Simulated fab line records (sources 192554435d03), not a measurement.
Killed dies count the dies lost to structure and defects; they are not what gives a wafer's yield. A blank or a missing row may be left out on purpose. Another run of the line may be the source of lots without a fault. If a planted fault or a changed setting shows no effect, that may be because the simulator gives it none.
What tool caused it? ; flow n5_finfet ; 24 lots, 72 wafers sampled, at 1 step of a route of 1938

## WHAT THE GAUGES READ, wafer by wafer
N5_BEOL_M4_INSPECT_30: inspects for defects (brightfield). Usual: raw_defect_count reads 439 (standard deviation 90).
lot;measured;on;raw_defect_count;flag
L074;day 7 06:33;defect_inspect-02;544 430 317;
L075;day 7 21:36;defect_inspect-01;559 451 477;
L076;day 9 00:45;defect_inspect-02;418 410 431;
L077;day 9 09:03;defect_inspect-01;413 378 443;
L079;day 9 10:06;defect_inspect-02;401 372 429;
L078;day 9 11:43;defect_inspect-01;605 421 398;
L080;day 9 17:01;defect_inspect-01;441 337 573;
L081;day 9 19:04;defect_inspect-02;514 401 501;
L082;day 9 22:24;defect_inspect-02;428 513 327;
L083;day 10 04:53;defect_inspect-01;343 483 442;
L084;day 10 15:38;defect_inspect-02;459 551 562;
L085;day 10 17:10;defect_inspect-02;583 297 572;
L087;day 10 18:04;defect_inspect-01;410 445 386;
L086;day 10 19:17;defect_inspect-02;420 298 291;
L088;day 11 19:17;defect_inspect-01;323 627 464;
L089;day 12 02:43;defect_inspect-02;413 362 400;
L091;day 12 07:40;defect_inspect-02;575 575 527;
L092;day 12 22:20;defect_inspect-02;549 411 380;
L094;day 12 22:31;defect_inspect-01;329 439 381;
L093;day 13 04:58;defect_inspect-01;456 495 500;
L095;day 13 18:31;defect_inspect-02;292 404 423;
L096;day 13 18:53;defect_inspect-01;502 802 696;
L090;day 13 21:49;defect_inspect-01;304 388 321;
L097;day 13 23:22;defect_inspect-02;619 414 478;

## WHICH TOOL RAN EACH LOT (tool, then ch and the chambers of the sampled wafers, then the start)
Record: no process step prior to these readings.

## WHAT THE TOOLS THEMSELVES READ (means of the sampled wafers that have a number; where no wafer has one, the mark that the record gives instead)
The record holds no such reading with a usual standard deviation.

## THE ANSWER, worked out from the rows above alone
Rule: a lot is off if the mean of its wafers that have a number lies more than 3 standard deviations from the usual mean. Also off: a lot with no number at a reading for which 4 or more lots have one. Where the step has rows for the other lots, those lots are counted as sound. First the gauges in route order, then the tools' own readings, where a lot's mean is used as printed above. At the first step where some lot is off, the reading lying furthest off is the one used; lots without a number count as furthest.
Across all readings shown, no lot is off: no conclusion can be drawn from this.

## WHAT HAD BEEN PUT IN BY THE SIMULATOR
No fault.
